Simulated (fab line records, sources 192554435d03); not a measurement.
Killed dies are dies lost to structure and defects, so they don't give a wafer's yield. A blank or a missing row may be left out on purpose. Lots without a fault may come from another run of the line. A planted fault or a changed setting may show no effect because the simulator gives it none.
Split-lot experiment | flow n5_finfet | 7 lots, 39 wafers read, on a route of 1938 steps

THE SPLIT
At N5_DUMMY_GATE_ETCH_31 (etches SiO2 in C4F6/O2, target depth 82.5 nm, time 27.5 s), the setting target_depth_a was moved away from the recipe's 825 angstrom on 9 of the 39 wafers read, by -12.2% to +10.2%. The other wafers ran this setting at the recipe's value.

The reading is taken at the split's own step.

THE READING
SOC_of_DUMMY_GATE_COAT_34.thk_nm (the simulator's own value, which no gauge read), in nm, at N5_DUMMY_GATE_ETCH_31 (etches SiO2 in C4F6/O2, target depth 82.5 nm, time 27.5 s). The file gives no usual value for it. The 30 wafers here that ran the recipe average 51.6 nm, standard deviation 0.21 nm.

wafer  | tool, chamber at the split | target_depth_a as run, angstrom | against the recipe | SOC_of_DUMMY_GATE_COAT_34.thk_nm, nm | against lot-mates on the recipe
L076.1 | rie_diel-01, 0             | 825                             | recipe             | 51.6                                 | -
L076.2 | rie_diel-01, 1             | 825                             | recipe             | 51.6                                 | -
L076.3 | rie_diel-01, 2             | 825                             | recipe             | 51.6                                 | -
L076.4 | rie_diel-01, 3             | 825                             | recipe             | 51.6                                 | -
L076.5 | rie_diel-01, 3             | 825                             | recipe             | 51.8                                 | -
L076.6 | rie_diel-01, 2             | 825                             | recipe             | 51.6                                 | -
L077.1 | rie_diel-01, 2             | 825                             | recipe             | 51.8                                 | -
L077.2 | rie_diel-01, 0             | 825                             | recipe             | 51.6                                 | -
L077.3 | rie_diel-01, 1             | 825                             | recipe             | 52                                   | -
L077.4 | rie_diel-01, 3             | 825                             | recipe             | 51.8                                 | -
L077.5 | rie_diel-01, 2             | 825                             | recipe             | 51.6                                 | -
L077.6 | rie_diel-01, 3             | 825                             | recipe             | 51.8                                 | -
L081.1 | rie_diel-04, 1             | 825                             | recipe             | 51.2                                 | -
L081.2 | rie_diel-04, 3             | 825                             | recipe             | 51.6                                 | -
L081.6 | rie_diel-04, 0             | 825                             | recipe             | 51.4                                 | -
L082.1 | rie_diel-01, 2             | 825                             | recipe             | 51.6                                 | -
L082.2 | rie_diel-01, 1             | 825                             | recipe             | 52                                   | -
L082.3 | rie_diel-01, 0             | 825                             | recipe             | 51.8                                 | -
L082.4 | rie_diel-01, 3             | 825                             | recipe             | 52                                   | -
L082.5 | rie_diel-01, 0             | 825                             | recipe             | 51.8                                 | -
L082.6 | rie_diel-01, 1             | 825                             | recipe             | 51.8                                 | -
L094.1 | rie_diel-05, 0             | 825                             | recipe             | 51.6                                 | -
L094.2 | rie_diel-05, 1             | 825                             | recipe             | 51.6                                 | -
L094.3 | rie_diel-05, 2             | 724.2                           | -12.2%             | 52.6                                 | +1.1
L094.4 | rie_diel-05, 3             | 724.2                           | -12.2%             | 52.6                                 | +1.1
L094.5 | rie_diel-05, 2             | 724.2                           | -12.2%             | 52.6                                 | +1.1
L094.6 | rie_diel-05, 1             | 825                             | recipe             | 51.4                                 | -
L096.1 | rie_diel-01, 1             | 909.3                           | +10.2%             | 51.2                                 | -0.5
L096.2 | rie_diel-01, 2             | 825                             | recipe             | 51.6                                 | -
L096.3 | rie_diel-01, 3             | 909.3                           | +10.2%             | 51                                   | -0.7
L096.4 | rie_diel-01, 2             | 825                             | recipe             | 51.6                                 | -
L096.5 | rie_diel-01, 3             | 825                             | recipe             | 52                                   | -
L096.6 | rie_diel-01, 1             | 909.3                           | +10.2%             | 51                                   | -0.7
L097.1 | rie_diel-04, 1             | 825                             | recipe             | 51.4                                 | -
L097.2 | rie_diel-04, 2             | 895                             | +8.5%              | 50.8                                 | -0.5
L097.3 | rie_diel-04, 0             | 825                             | recipe             | 51.4                                 | -
L097.4 | rie_diel-04, 0             | 895                             | +8.5%              | 51                                   | -0.3
L097.5 | rie_diel-04, 1             | 825                             | recipe             | 51.2                                 | -
L097.6 | rie_diel-04, 2             | 895                             | +8.5%              | 50.6                                 | -0.7

THE FIT
A straight line over all 39 wafers: SOC_of_DUMMY_GATE_COAT_34.thk_nm changes by -0.076 nm for each +1% of target_depth_a; r = -0.88; the points scatter about the line by 0.21 nm.
The same after taking each lot's own level away (the mean of its wafers on the recipe; 39 wafers): -0.0754 nm for each +1%; r = -0.94; scatter 0.14 nm.
On that fit, the largest move of target_depth_a shifts the reading by 0.92 nm.
The lots' own levels span 51.33 to 51.83 nm, that is 2.4 times the standard deviation above.
So the lot-to-lot level changes the slope little: the two slopes agree.
Check: with one of the wafers moved furthest among these (-12.2%) left out of the fit, the line predicts +0.92 nm for it against its lot-mates. It came out at +1.07 nm against them.

OTHER SPLITS ON THESE WAFERS
These wafers also went through other splits before the reading. Each is held against what the fit with the lots' levels taken away leaves over:
other split on the same wafers | wafers away from the commonest value | r with SOC_of_DUMMY_GATE_COAT_34.thk_nm (lot level and that fit taken away)
N5_FIN_CUT_ETCH_21 bias_w      | 12                                   | -0.06

THE WHOLE CHAIN: every reading that the file lists as answering this split, in the file's order
step                  | what it does                                              | reading                                                                           | change (the file's fit)                | r (the file's)
N5_DUMMY_GATE_ETCH_31 | etches SiO2 in C4F6/O2, target depth 82.5 nm, time 27.5 s | etch.depth_nm (the simulator's own value, which no gauge read)                    | +0.779 nm for each +1% of the setting  | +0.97
N5_DUMMY_GATE_ETCH_31 | etches SiO2 in C4F6/O2, target depth 82.5 nm, time 27.5 s | SOC_of_DUMMY_GATE_COAT_34.thk_nm (the simulator's own value, which no gauge read) | -0.0748 nm for each +1% of the setting | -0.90

THE FILE'S OWN FIT
SOC_of_DUMMY_GATE_COAT_34.thk_nm changes by -0.0748 nm for each +1% of target_depth_a, r = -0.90.
